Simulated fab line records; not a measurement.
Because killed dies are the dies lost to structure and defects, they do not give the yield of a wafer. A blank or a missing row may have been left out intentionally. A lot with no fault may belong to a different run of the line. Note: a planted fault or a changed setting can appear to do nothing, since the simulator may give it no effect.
A lot that was struck, set against a sound lot    flow n5_finfet    14 steps out of a route of 1938
Sound: the wafers L734.1, L734.3, L734.6. Struck: wafer L746.1 (left out: L746.6, a lot-mate that was not struck); the cause follows at the end.
Order at every step that has rows: each side's tool, ch and its chambers, its first start. Under that, the readings that differ: sound wafers    struck wafers    difference of the means    sigmas: that difference in standard deviations of wafers without a fault.
alike: words and numbers the same on both sides, and readings whose means are apart by under 2 such deviations; not compared: readings that were withheld, readings missing a value for some wafer, numbers with overlapping values and no deviation given by the record, and bounds like >300 which may hide the same value.
A row with sigmas, a row that says differs or no value, or rows on one side alone: a step with any of these is where the two part. Non-overlapping numbers with no deviation appear without sigmas and do not part them. A reading missing from all wafers of one side parts the sides only when that side holds two or more wafers.

first, 3 steps without rows for these wafers: N5_BEOL_M5_EXPOSE_25 (exposes mask V4, defocus 10 nm); N5_BEOL_M5_PEB_26 (peb time 60 s); N5_BEOL_M5_DEVELOP_27 (develop time 30 s).
N5_BEOL_M5_CD_MEAS_28: target cd 30.6 nm, target cd y 20 nm.
  sound on cd_sem-03 ch 0, day 11 07:43; struck on cd_sem-01 ch 0, day 14 00:15
  alike: cd_nm
N5_BEOL_M5_OVL_MEAS_29:
  sound on overlay-02 ch 0, day 11 07:45; struck on overlay-02 ch 0, day 14 00:17
  alike: V4_OVL
N5_BEOL_M5_INSPECT_30: inspects for defects (brightfield).
  sound on defect_inspect-01, day 11 07:49; struck on defect_inspect-01, day 14 00:20
  alike: raw_defect_count
N5_BEOL_M5_DESCUM_33: chemistry O2, time 7 s.
  sound on rie_diel-04 ch 0,1,3, day 11 07:50; struck on rie_diel-04 ch 2, day 14 00:22
  alike: chamber_pressure_mTorr, drypump_motor_current_A, oes_product_au, rf_vpp_V, showerhead_plenum_p_Torr, throttle_valve_pct
  not compared: rf_hours_counter_h
N5_BEOL_M5_ETCH_75: etches underlayer in N2/H2, target depth 6.5 nm, time 5.2 s.
  sound on rie_diel-04 ch 0,1,3, day 11 07:52; struck on rie_diel-04 ch 2, day 14 00:25
  alike: chamber_pressure_mTorr, drypump_motor_current_A, etch_rf_on_time_s, oes_product_au, rf_vpp_V, showerhead_plenum_p_Torr, throttle_valve_pct
  not compared: rf_hours_counter_h
N5_BEOL_M5_ETCH_67: etches SiARC in CF4, target depth 15.6 nm, time 26 s.
  sound on rie_diel-04 ch 0,1,3, day 11 07:53; struck on rie_diel-04 ch 2, day 14 00:25
  alike: chamber_pressure_mTorr, drypump_motor_current_A, etch_rf_on_time_s, oes_product_au, rf_vpp_V, showerhead_plenum_p_Torr, throttle_valve_pct
  not compared: rf_hours_counter_h
N5_BEOL_M5_ETCH_68: etches SOC in N2/H2, target depth 80 nm, overetch 16 nm, time 120 s.
  sound on rie_diel-04 ch 0,1,3, day 11 07:55; struck on rie_diel-04 ch 2, day 14 00:27
  alike: chamber_pressure_mTorr, drypump_motor_current_A, oes_product_au, rf_vpp_V, showerhead_plenum_p_Torr, throttle_valve_pct
  not compared: rf_hours_counter_h
then, 2 steps without rows for these wafers: N5_BEOL_M5_STRIP_69 (strips in N2/H2); N5_BEOL_M5_STRIP_76 (strips in N2/H2).
N5_BEOL_M5_VIA_ETCH_34: etches SiCOH lowk in C4F6/O2, target depth 88.3 nm, time 39.2 s.
  sound on rie_diel-04 ch 0,1,3, day 11 08:01; struck on rie_diel-04 ch 2, day 14 00:33
reading                                   sound              struck  difference  sigmas
oes_product_au (a.u.)                     0.75 0.67 0.90     1.16    +0.39       +4
model.etch.depth_nm (nm)                  87.26 86.62 90.19  121.5   +33.5       
model.SOC_of_BEOL_M5_COAT_65.thk_nm (nm)  56 55.8 55.8       54      -2          
  alike: chamber_pressure_mTorr, drypump_motor_current_A, rf_vpp_V, showerhead_plenum_p_Torr, throttle_valve_pct
  not compared: rf_hours_counter_h
then, 1 step without rows for these wafers: N5_BEOL_M5_STRIP_85 (strips in C4F6/O2).

WHERE THEY PART
Only at N5_BEOL_M5_VIA_ETCH_34, within this record.

WHY: the cause the simulator had injected
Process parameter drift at N5_BEOL_M5_VIA_ETCH_34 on rie_diel-04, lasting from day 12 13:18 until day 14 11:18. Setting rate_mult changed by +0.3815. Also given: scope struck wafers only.
